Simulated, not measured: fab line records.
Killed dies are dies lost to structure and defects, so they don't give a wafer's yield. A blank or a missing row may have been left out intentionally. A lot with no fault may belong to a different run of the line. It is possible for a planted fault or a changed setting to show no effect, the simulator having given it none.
Matching of chambers ; flow nand_harc ; ald_metal-04 running NHARC_P_CONTACT_ALD_22: 4 sister chambers
The step deposits TiN, target thk 3 nm, pulse time 1 s, ald cycles 150. 4 wafers are shown with their chamber, then 7 later ones without.

== EACH WAFER AND ITS CHAMBER ==
wafer;chamber;heater_power_w (W)
L087.5;0;1280
L089.6;2;1207
L094.1;1;1193
L094.2;3;920

== WAFERS WITHOUT THEIR CHAMBER ==
wafer;heater_power_w (W)
L094.3;1223
L094.4;1253
L094.5;910
L094.6;1188
L096.2;1187
L096.4;1275
L096.5;1211

== WHICH CHAMBER EACH ONE RAN IN ==
wafer;from the rows above;in truth
L094.3;can't be placed: 2 or 1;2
L094.4;can't be placed: 0 or 2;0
L094.5;3;3
L094.6;can't be placed: 1 or 2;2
L096.2;can't be placed: 1 or 2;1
L096.4;0;0
L096.5;can't be placed: 2 or 1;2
Placed correctly: 2 of 7. Not placeable from these rows: 5 (in 5, the candidates include the true chamber). Placed wrongly: 0.
How it was worked out, from the rows above alone: a wafer's distance from a chamber is the root of the sum, over the readings, of the square of ((its reading less the chamber's mean) divided by the reading's scatter). The wafer belongs to the nearest chamber; if the next one is less than 2 further off, it can't be placed. For every chamber, the mean is computed from those of its wafers that are shown. The scatter (one wafer shown for each chamber): square how far every hidden wafer sits from the nearest shown wafer, average those squares and take the square root.
